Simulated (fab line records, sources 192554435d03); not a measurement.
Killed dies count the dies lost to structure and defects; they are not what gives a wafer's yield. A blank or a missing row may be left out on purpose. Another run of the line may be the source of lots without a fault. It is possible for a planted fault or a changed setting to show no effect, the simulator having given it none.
fab line records -- flow n5-finfet -- part 1 of 2: steps 1 to 4 of 6
[record] lots = 22, wafers = 66, last-day = 18
route steps=1938 shown BEOL_M6@1257 BEOL_M7@1263
lots that met no fault: taken from a fault-free run of the same line
start-h: hours from the record's opening day to when the first of the lot's shown wafers began -- wait-h: hours elapsed since this lot's preceding step -- " unchanged from the row above -- L1.1+2: a row that stands for several wafers -- - no value, or no start given -- * or withheld: withheld -- < > ~ a bound
route shown NAME@n: NAME is a module with steps in the file, n the number in the route of the first one -- usual: average and standard deviation across the fault-free wafers -- same: alike in all rows -- chamber/n: place in a boat -- sites: per-site readings -- _std_site: their standard deviation -- _edge_site: inner sites' mean taken away from outer sites' mean -- radius-mm: for every site, how far away it sits from the centre of the wafer -- mask NAME#n: copy n -- behind: the most recent tool/chamber to have shaped the wafer -- hold: cause of the lot's hold/its duration in hours/its outcome -- device: whichever transistor did not switch (one of n, p or np) -- end of line: tests run on the same wafers once the route is complete -- step lacking rows: just its recipe -- killed: count of dies lost to structure and defects at first sort (not the wafer's yield) -- map: shows each die of a wafer: x if killed, . if not, _ if none is there
set.NAME: the setting the step ran with; set.NAME@STEP: the setting that earlier step ran with -- model.NAME: the simulator's own value behind a step, which no gauge read
one table for each step of the route and one row for each wafer, over a sample of lots
services: a tool's chamber out of use, with start hour (start-h, from the record's first day; less than 0 if before it), hours out, and reason
[[steps]]
[step N5_BEOL_M6_CMP_52]
[recipe] stop-on = SiCOH_lowk, t-overpolish-s = 6.9, down-force-psi = 1, platen-rpm = 50, clearing-platen-down-force-psi = 1.5, clearing-platen-rpm = 50, post-cmp-clean = cu-alkaline, target-thk-nm = 80, clearing-platen-pad-velocity-m-s = 0.99484, pad-velocity-m-s = 0.99484
[usual] barrier-field-endpoint-s = 29.0/0.86, clearing-platen-rpm = 49.993/0.029, motor-current-A = 6.0/0.66, overpolish-run-s = 6.900/0.0085, time-to-endpoint-s = 63/3.9
[same] t-overpolish-s = 6.9
lot.wafer,tool,chamber,start-h,wait-h,barrier-field-endpoint-s,clearing-platen-rpm,motor-current-A,overpolish-run-s,time-to-endpoint-s
L076.2,cmp-02,3,181.81,0.2,29.4,49.976,6.9,6.906,63
L076.4,cmp-02,1,181.81,0.2,29.2,49.986,6.1,6.892,59
L076.5,cmp-02,2,181.81,0.2,29.5,49.973,6.0,6.898,64
L074.3,cmp-04,2,181.90,0.2,30.0,50.016,5.6,6.887,71
L074.1,cmp-04,3,181.90,0.2,28.8,50.026,6.6,6.901,66
L074.2,cmp-04,1,181.90,0.2,27.9,50.029,4.7,6.895,65
L077.4,cmp-01,1,192.91,0.1,28.8,49.986,5.8,6.901,55
L077.3,cmp-01,2,192.91,0.1,28.7,49.972,5.3,6.901,62
L077.6,cmp-01,2,192.91,0.1,29.1,49.985,5.7,6.907,66
L078.2,cmp-04,0,200.76,0.2,29.3,50.043,5.8,6.907,69
L078.4,cmp-04,1,200.76,0.2,28.6,50.004,4.6,6.905,59
L078.6,cmp-04,0,200.76,0.2,30.6,50.026,5.5,6.901,68
L079.3,cmp-01,2,203.52,0.3,29.1,49.974,5.5,6.903,63
L079.4,cmp-01,3,203.52,0.3,27.8,49.962,6.7,6.891,60
L079.5,cmp-01,1,203.52,0.3,28.0,50.008,5.7,6.906,58
L082.1,cmp-02,2,263.94,0.4,29.0,50.040,6.2,6.906,62
L082.6,cmp-02,3,263.94,0.4,30.0,50.010,6.9,6.891,64
L082.5,cmp-02,0,263.94,0.4,29.1,50.006,5.6,6.890,59
L080.4,cmp-01,1,265.36,0.2,28.1,49.999,5.5,6.922,60
L080.3,cmp-01,2,265.36,0.2,29.1,50.009,5.5,6.894,66
L080.2,cmp-01,3,265.36,0.2,28.2,50.020,6.6,6.921,63
L085.4,cmp-02,3,272.85,0.3,28.9,49.977,6.9,6.899,59
L085.5,cmp-02,1,272.85,0.3,28.1,49.980,6.3,6.902,62
L085.6,cmp-02,2,272.85,0.3,29.2,49.969,6.0,6.898,62
L083.4,cmp-02,3,275.44,0.1,29.4,50.009,6.8,6.899,62
L083.2,cmp-02,1,275.44,0.1,27.9,49.973,6.3,6.891,60
L083.3,cmp-02,2,275.44,0.1,28.2,49.992,6.1,6.897,59
L086.1,cmp-01,2,279.84,0.3,29.2,49.965,5.2,6.905,66
L086.4,cmp-01,3,279.84,0.3,28.6,50.056,6.8,6.898,58
L086.3,cmp-01,0,279.84,0.3,29.5,50.005,6.4,6.894,68
L084.4,cmp-04,2,280.61,0.1,29.6,49.965,5.6,6.906,68
L084.2,cmp-04,3,280.61,0.1,28.3,49.987,6.4,6.913,62
L084.1,cmp-04,0,280.61,0.1,29.1,50.038,5.5,6.904,67
L088.3,cmp-02,2,283.45,0.2,29.8,49.999,6.0,6.911,65
L088.6,cmp-02,2,283.45,0.2,29.6,49.990,6.2,6.894,63
L088.5,cmp-02,3,283.45,0.2,29.2,49.964,7.1,6.901,60
L090.4,cmp-04,0,286.68,0.1,30.5,50.002,5.5,6.911,71
L090.1,cmp-04,3,286.68,0.1,29.3,50.019,6.4,6.908,64
L090.6,cmp-04,0,286.68,0.1,30.3,49.950,5.3,6.918,68
L089.3,cmp-02,3,287.85,0.2,29.5,50.009,7.2,6.898,63
L089.6,cmp-02,3,287.85,0.2,28.8,50.006,7.2,6.908,62
L089.5,cmp-02,0,287.85,0.2,28.2,49.949,5.9,6.916,57
L091.1,cmp-04,1,296.40,0.3,27.8,49.951,5.0,6.902,59
L091.3,cmp-04,2,296.40,0.3,30.1,50.009,5.8,6.908,68
L091.5,cmp-04,1,296.40,0.3,27.8,49.943,5.1,6.908,54
L092.2,cmp-01,1,297.67,0.4,29.2,49.946,5.7,6.908,59
L092.4,cmp-01,3,297.67,0.4,29.7,49.990,6.7,6.902,63
L092.5,cmp-01,1,297.67,0.4,28.4,49.996,5.5,6.898,60
L093.4,cmp-01,0,310.70,0.2,29.6,49.954,6.7,6.901,64
L093.2,cmp-01,1,310.70,0.2,28.2,49.997,5.6,6.896,56
L093.3,cmp-01,2,310.70,0.2,29.4,50.018,5.3,6.898,66
L094.4,cmp-02,3,316.62,0.1,29.1,49.989,7.1,6.902,61
L094.2,cmp-02,0,316.62,0.1,29.1,50.053,5.8,6.886,61
L094.5,cmp-02,3,316.62,0.1,29.3,50.007,7.3,6.893,62
L095.2,cmp-04,1,320.15,0.3,30.0,49.999,4.8,6.891,61
L095.6,cmp-04,2,320.15,0.3,31.3,49.970,5.9,6.896,68
L095.5,cmp-04,3,320.15,0.3,29.3,50.012,6.5,6.902,61
L096.2,cmp-04,3,329.67,0.2,28.9,49.971,6.4,6.905,62
L096.3,cmp-04,1,329.67,0.2,27.2,50.025,4.7,6.890,57
L096.5,cmp-04,2,329.67,0.2,29.1,49.987,5.8,6.891,66
L081.4,cmp-02,3,334.99,0.2,29.2,50.002,6.9,6.910,61
L081.1,cmp-02,0,334.99,0.2,28.1,49.955,5.7,6.908,60
L081.5,cmp-02,2,334.99,0.2,29.2,50.005,6.0,6.906,63
L097.2,cmp-01,1,340.72,0.4,27.1,49.985,5.4,6.892,56
L097.3,cmp-01,2,340.72,0.4,28.3,50.021,5.3,6.893,64
L097.5,cmp-01,0,340.72,0.4,28.7,49.998,6.3,6.891,65
[step N5_BEOL_M7_ILD_DEP_00]
[recipe] material = SiCOH_lowk, target-thk-a = 1797.5, temp-c = 300, precursor = DEMS/porogen, pressure-torr = 5, rf-w = 500, time-s = 33.4
[usual] heater-power-outer-w = 152/34, heater-power-w = 318/45, showerhead-plenum-p-Torr = 5.743/0.013, showerhead-vpp-V = 1373/78, susceptor-temp-C = 300.03/0.2, throttle-valve-pct = 13.8/0.78
lot.wafer,tool,chamber,start-h,wait-h,heater-power-outer-w,heater-power-w,showerhead-plenum-p-Torr,showerhead-vpp-V,susceptor-temp-C,throttle-valve-pct
L076.2,pecvd-02,2,182.26,0.0,196,373,5.737,1406,300.30,12.9
L076.4,pecvd-02,1,182.26,0.0,187,344,5.750,1276,299.69,14.1
L076.5,pecvd-02,2,182.26,0.0,204,374,5.754,1389,299.88,13.0
L074.1,pecvd-04,2,182.39,0.0,109,264,5.755,1365,300.51,13.7
L074.2,pecvd-04,1,182.39,0.0,139,302,5.759,1548,299.92,15.2
L074.3,pecvd-04,0,182.39,0.0,122,270,5.748,1324,300.11,12.8
L077.3,pecvd-03,0,194.47,0.1,142,300,5.721,1418,299.70,14.0
L077.4,pecvd-03,0,194.47,0.1,146,296,5.700,1440,299.94,14.0
L077.6,pecvd-03,1,194.47,0.1,196,358,5.713,1372,299.96,13.8
L078.2,pecvd-04,2,201.28,0.0,129,289,5.742,1360,299.97,13.4
L078.4,pecvd-04,0,201.28,0.0,129,277,5.742,1346,300.06,12.8
L078.6,pecvd-04,1,201.28,0.0,137,310,5.748,1524,299.92,15.2
L079.3,pecvd-04,2,203.97,0.0,124,289,5.742,1362,300.10,13.6
L079.4,pecvd-04,2,203.97,0.0,129,286,5.746,1362,299.93,13.3
L079.5,pecvd-04,1,203.97,0.0,105,264,5.752,1501,299.97,15.4
L082.1,pecvd-02,1,264.32,0.0,193,344,5.741,1293,300.15,14.0
L082.5,pecvd-02,0,264.32,0.0,171,364,5.727,1314,300.03,14.0
L082.6,pecvd-02,1,264.32,0.0,196,354,5.740,1279,300.29,13.8
L080.2,pecvd-02,1,265.81,0.0,161,306,5.747,1285,299.89,13.8
L080.3,pecvd-02,1,265.81,0.0,169,320,5.754,1250,300.30,14.0
L080.4,pecvd-02,0,265.81,0.0,200,400,5.722,1337,300.12,14.1
L085.4,pecvd-04,0,273.28,0.1,123,269,5.744,1352,299.92,12.9
L085.5,pecvd-04,1,273.28,0.1,123,287,5.757,1519,299.94,15.0
L085.6,pecvd-04,2,273.28,0.1,120,277,5.759,1344,300.35,13.8
L083.2,pecvd-04,2,275.96,0.0,134,292,5.758,1334,300.39,13.7
L083.3,pecvd-04,1,275.96,0.0,156,337,5.763,1526,299.88,15.4
L083.4,pecvd-04,2,275.96,0.0,133,293,5.753,1362,299.98,13.7
L086.1,pecvd-02,2,280.29,0.0,194,352,5.742,1416,299.64,13.1
L086.3,pecvd-02,0,280.29,0.0,155,353,5.724,1336,300.13,14.2
L086.4,pecvd-02,1,280.29,0.0,163,313,5.735,1271,299.97,13.6
L084.1,pecvd-02,2,281.09,0.0,214,400,5.772,1411,300.40,12.9
L084.2,pecvd-02,1,281.09,0.0,179,331,5.759,1270,300.15,13.6
L084.4,pecvd-02,2,281.09,0.0,223,401,5.756,1408,300.10,13.0
L088.3,pecvd-04,2,283.94,0.0,114,270,5.748,1360,299.99,13.8
L088.5,pecvd-04,0,283.94,0.0,106,249,5.731,1357,300.21,13.0
L088.6,pecvd-04,1,283.94,0.0,161,346,5.757,1540,299.63,15.0
L090.1,pecvd-04,0,287.17,0.0,122,276,5.760,1365,300.18,13.0
L090.4,pecvd-04,2,287.17,0.0,100,242,5.746,1341,300.07,13.9
L090.6,pecvd-04,0,287.17,0.0,124,280,5.738,1348,300.32,13.0
L089.3,pecvd-02,2,288.34,0.0,201,383,5.743,1402,300.04,13.0
L089.5,pecvd-02,2,288.34,0.0,205,382,5.736,1403,299.71,13.2
L089.6,pecvd-02,0,288.34,0.0,195,385,5.731,1297,299.92,13.7
L091.1,pecvd-02,0,296.89,0.0,206,409,5.739,1316,300.07,14.0
L091.3,pecvd-02,1,296.89,0.0,176,328,5.772,1269,300.17,13.9
L091.5,pecvd-02,0,296.89,0.0,143,330,5.743,1340,300.10,13.9
L092.2,pecvd-04,1,298.12,0.0,137,316,5.749,1518,300.01,15.0
L092.4,pecvd-04,2,298.12,0.0,142,300,5.742,1345,299.99,13.6
L092.5,pecvd-04,0,298.12,0.0,131,281,5.746,1372,300.29,12.7
L093.2,pecvd-04,0,311.18,0.0,113,258,5.735,1335,300.02,12.8
L093.3,pecvd-04,2,311.18,0.0,106,251,5.763,1341,300.11,14.1
L093.4,pecvd-04,1,311.18,0.0,127,298,5.742,1534,300.14,15.3
L094.2,pecvd-02,2,317.11,0.0,213,404,5.736,1403,299.88,12.8
L094.4,pecvd-02,2,317.11,0.0,227,402,5.749,1412,300.01,13.0
L094.5,pecvd-02,0,317.11,0.0,163,353,5.725,1315,299.73,13.8
L095.2,pecvd-04,1,320.52,0.0,157,345,5.755,1517,299.61,15.4
L095.5,pecvd-04,2,320.52,0.0,115,265,5.753,1351,300.15,14.0
L095.6,pecvd-04,1,320.52,0.0,105,261,5.748,1532,299.56,15.3
L096.2,pecvd-02,0,330.13,0.0,166,357,5.723,1315,300.10,14.2
L096.3,pecvd-02,2,330.13,0.0,206,396,5.746,1417,299.81,13.0
L096.5,pecvd-02,1,330.13,0.0,143,280,5.734,1286,299.93,13.8
L081.1,pecvd-04,2,335.44,0.0,139,297,5.731,1394,299.97,14.0
L081.4,pecvd-04,0,335.44,0.0,129,279,5.732,1358,300.02,13.0
L081.5,pecvd-04,1,335.44,0.0,152,328,5.748,1494,299.88,15.2
L097.2,pecvd-03,0,341.14,0.0,144,303,5.717,1454,300.23,13.8
L097.3,pecvd-03,0,341.14,0.0,147,304,5.716,1450,300.06,13.8
L097.5,pecvd-03,0,341.14,0.0,144,301,5.694,1425,300.00,14.0
[step N5_BEOL_M7_OVL_MEAS_12]
[recipe] points-per-wafer = 44
[usual] M7_OVL = 0.1/0.78
lot.wafer,tool,chamber,start-h,wait-h,M7_OVL[nm]
L076.2,overlay-01,0,183.36,0.0,-1.1
L076.4,overlay-01,0,183.36,0.0,0.4
L076.5,overlay-01,0,183.36,0.0,-0.4
L074.1,overlay-01,0,183.90,0.0,-0.4
L074.2,overlay-01,0,183.90,0.0,0.3
L074.3,overlay-01,0,183.90,0.0,0.4
L077.3,overlay-01,0,196.04,0.0,-0.2
L077.4,overlay-01,0,196.04,0.0,-0.6
L077.6,overlay-01,0,196.04,0.0,-0.4
L078.2,overlay-02,0,202.36,0.0,1.1
L078.4,overlay-02,0,202.36,0.0,-0.3
L078.6,overlay-02,0,202.36,0.0,-0.1
L079.3,overlay-01,0,205.17,0.0,-0.4
L079.4,overlay-01,0,205.17,0.0,-0.3
L079.5,overlay-01,0,205.17,0.0,0.8
L082.1,overlay-02,0,265.72,0.0,-0.7
L082.5,overlay-02,0,265.72,0.0,-1.0
L082.6,overlay-02,0,265.72,0.0,-0.2
L080.2,overlay-02,0,269.30,0.0,-0.3
L080.3,overlay-02,0,269.30,0.0,1.1
L080.4,overlay-02,0,269.30,0.0,0.1
L085.4,overlay-01,0,274.64,0.0,-0.1
L085.5,overlay-01,0,274.64,0.0,-0.9
L085.6,overlay-01,0,274.64,0.0,-0.3
L083.2,overlay-02,0,279.14,0.0,1.6
L083.3,overlay-02,0,279.14,0.0,0.8
L083.4,overlay-02,0,279.14,0.0,1.3
L086.1,overlay-02,0,283.01,0.0,0.7
L086.3,overlay-02,0,283.01,0.0,0.6
L086.4,overlay-02,0,283.01,0.0,-0.3
L084.1,overlay-02,0,283.06,0.0,0.1
L084.2,overlay-02,0,283.06,0.0,0.3
L084.4,overlay-02,0,283.06,0.0,-1.0
L088.3,overlay-02,0,285.34,0.0,1.1
L088.5,overlay-02,0,285.34,0.0,0.5
L088.6,overlay-02,0,285.34,0.0,0.1
L090.1,overlay-01,0,290.15,0.0,-0.1
L090.4,overlay-01,0,290.15,0.0,0.1
L090.6,overlay-01,0,290.15,0.0,0.4
L089.3,overlay-01,0,290.41,0.0,-0.5
L089.5,overlay-01,0,290.41,0.0,0.1
L089.6,overlay-01,0,290.41,0.0,-1.2
L091.1,overlay-01,0,299.93,0.0,2.1
L091.3,overlay-01,0,299.93,0.0,1.3
L091.5,overlay-01,0,299.93,0.0,1.5
L092.2,overlay-02,0,300.25,0.0,0.2
L092.4,overlay-02,0,300.25,0.0,-0.1
L092.5,overlay-02,0,300.25,0.0,0.0
L093.2,overlay-01,0,312.40,0.0,0.3
L093.3,overlay-01,0,312.40,0.0,0.4
L093.4,overlay-01,0,312.40,0.0,0.4
L094.2,overlay-02,0,318.75,0.0,-1.0
L094.4,overlay-02,0,318.75,0.0,0.2
L094.5,overlay-02,0,318.75,0.0,0.7
L095.2,overlay-01,0,322.72,0.0,1.3
L095.5,overlay-01,0,322.72,0.0,0.5
L095.6,overlay-01,0,322.72,0.0,0.6
L096.2,overlay-02,0,334.12,0.0,0.5
L096.3,overlay-02,0,334.12,0.0,0.6
L096.5,overlay-02,0,334.12,0.0,1.1
L081.1,overlay-02,0,338.35,0.0,0.1
L081.4,overlay-02,0,338.35,0.0,-0.3
L081.5,overlay-02,0,338.35,0.0,-0.3
L097.2,overlay-02,0,343.42,0.0,-1.1
L097.3,overlay-02,0,343.42,0.0,-0.8
L097.5,overlay-02,0,343.42,0.0,-1.5
[step N5_BEOL_M7_HM_OPEN_17]
[recipe] chemistry = Cl2/BCl3, target-depth-a = 200, overetch-a = 60, target = TiN, mask-material = SOC, ion-energy-ev = 150, pressure-mtorr = 10, icp-w = 1000, bias-w = 126, Cl2_flow_sccm = 53.25, bcl3-flow-sccm = 21.75, Ar_flow_sccm = 25
[usual] drypump-motor-current-A = 5.5/0.44, oes-product-au = 0.66/0.086, throttle-valve-pct = 22.09/0.11
lot.wafer,tool,chamber,start-h,wait-h,drypump-motor-current-A,oes-product-au,rf-hours-counter-h,throttle-valve-pct
L076.2,rie-metal-03,1,183.71,0.0,6.0,0.66,39,22.10
L076.4,rie-metal-03,1,183.71,0.0,6.0,0.66,-,22.09
L076.5,rie-metal-03,1,183.71,0.0,6.0,0.66,-,22.09
L074.1,rie-metal-02,1,184.24,0.0,5.4,0.52,127,22.39
L074.2,rie-metal-02,0,184.24,0.0,5.3,0.75,18,21.99
L074.3,rie-metal-02,0,184.24,0.0,5.3,0.74,-,21.98
L077.3,rie-metal-01,1,196.91,0.1,5.0,0.65,-,22.16
L077.4,rie-metal-01,0,196.91,0.1,5.5,0.52,-,22.17
L077.6,rie-metal-01,1,196.91,0.1,5.0,0.65,-,22.19
L078.2,rie-metal-01,0,202.69,0.0,5.5,0.53,112,22.16
L078.4,rie-metal-01,0,202.69,0.0,5.5,0.54,-,22.14
L078.6,rie-metal-01,0,202.69,0.0,5.5,0.54,-,22.13
L079.3,rie-metal-03,0,205.72,0.1,6.3,0.67,-,21.92
L079.4,rie-metal-03,1,205.72,0.1,6.0,0.66,-,22.08
L079.5,rie-metal-03,0,205.72,0.1,6.3,0.66,-,21.95
L082.1,rie-metal-01,0,266.06,0.0,5.5,0.52,118,22.17
L082.5,rie-metal-01,1,266.06,0.0,5.1,0.64,-,22.18
L082.6,rie-metal-01,0,266.06,0.0,5.5,0.52,-,22.16
L080.2,rie-metal-01,1,269.64,0.0,5.0,0.66,50,22.16
L080.3,rie-metal-01,0,269.64,0.0,5.5,0.53,-,22.14
L080.4,rie-metal-01,1,269.64,0.0,5.0,0.65,-,22.16
L085.4,rie-metal-02,1,275.11,0.1,5.4,0.82,-,22.07
L085.5,rie-metal-02,1,275.11,0.1,5.4,0.82,-,22.09
L085.6,rie-metal-02,0,275.11,0.1,5.3,0.72,-,22.02
L083.2,rie-metal-01,0,279.73,0.0,5.5,0.52,119,22.16
L083.3,rie-metal-01,1,279.73,0.0,5.0,0.65,-,22.15
L083.4,rie-metal-01,0,279.73,0.0,5.5,0.52,-,22.17
L086.1,rie-metal-02,1,283.64,0.0,5.4,0.82,1,22.07
L086.3,rie-metal-02,0,283.64,0.0,5.2,0.72,-,21.99
L086.4,rie-metal-02,1,283.64,0.0,5.4,0.81,-,22.08
L084.1,rie-metal-01,1,283.89,0.0,5.0,0.65,52,22.17
L084.2,rie-metal-01,0,283.89,0.0,5.5,0.53,119,22.16
L084.4,rie-metal-01,0,283.89,0.0,5.5,0.52,-,22.18
L088.3,rie-metal-01,1,285.74,0.1,5.0,0.64,-,22.16
L088.5,rie-metal-01,1,285.74,0.1,5.0,0.65,-,22.16
L088.6,rie-metal-01,1,285.74,0.1,5.0,0.64,-,22.18
L090.1,rie-metal-03,0,291.35,0.0,6.3,0.65,47,21.94
L090.4,rie-metal-03,0,291.35,0.0,6.3,0.64,-,21.94
L090.6,rie-metal-03,0,291.35,0.0,6.3,0.64,-,21.97
L089.3,rie-metal-01,1,291.45,0.1,5.0,0.64,-,22.17
L089.5,rie-metal-01,1,291.45,0.1,5.0,0.64,-,22.19
L089.6,rie-metal-01,1,291.45,0.1,5.1,0.64,-,22.18
L091.1,rie-metal-02,1,300.26,0.0,5.4,0.82,2,22.06
L091.3,rie-metal-02,0,300.26,0.0,5.2,0.72,-,22.00
L091.5,rie-metal-02,1,300.26,0.0,5.4,0.82,-,22.07
L092.2,rie-metal-02,1,300.59,0.0,5.4,0.81,2,22.09
L092.4,rie-metal-02,0,300.59,0.0,5.2,0.71,-,21.99
L092.5,rie-metal-02,1,300.59,0.0,5.4,0.80,-,22.09
L093.2,rie-metal-03,0,312.82,0.0,6.3,0.66,49,21.94
L093.3,rie-metal-03,1,312.82,0.0,6.0,0.65,-,22.11
L093.4,rie-metal-03,0,312.82,0.0,6.3,0.65,-,21.95
L094.2,rie-metal-02,0,319.09,0.0,5.2,0.72,29,22.00
L094.4,rie-metal-02,0,319.09,0.0,5.2,0.72,-,22.00
L094.5,rie-metal-02,0,319.09,0.0,5.2,0.72,-,22.00
L095.2,rie-metal-01,1,323.10,0.0,5.0,0.64,55,22.16
L095.5,rie-metal-01,1,323.10,0.0,5.1,0.63,-,22.19
L095.6,rie-metal-01,0,323.10,0.0,5.5,0.83,-,21.97
L096.2,rie-metal-01,1,334.54,0.0,5.0,0.64,55,22.17
L096.3,rie-metal-01,0,334.54,0.0,5.5,0.83,-,21.96
L096.5,rie-metal-01,0,334.54,0.0,5.5,0.83,-,21.94
L081.1,rie-metal-03,1,338.76,0.0,6.0,0.63,52,22.16
L081.4,rie-metal-03,1,338.76,0.0,6.0,0.64,-,22.10
L081.5,rie-metal-03,0,338.76,0.0,6.3,0.63,-,21.98
L097.2,rie-metal-03,1,343.77,0.0,6.0,0.62,52,22.14
L097.3,rie-metal-03,1,343.77,0.0,6.0,0.63,-,22.14
L097.5,rie-metal-03,0,343.77,0.0,6.3,0.64,-,21.94
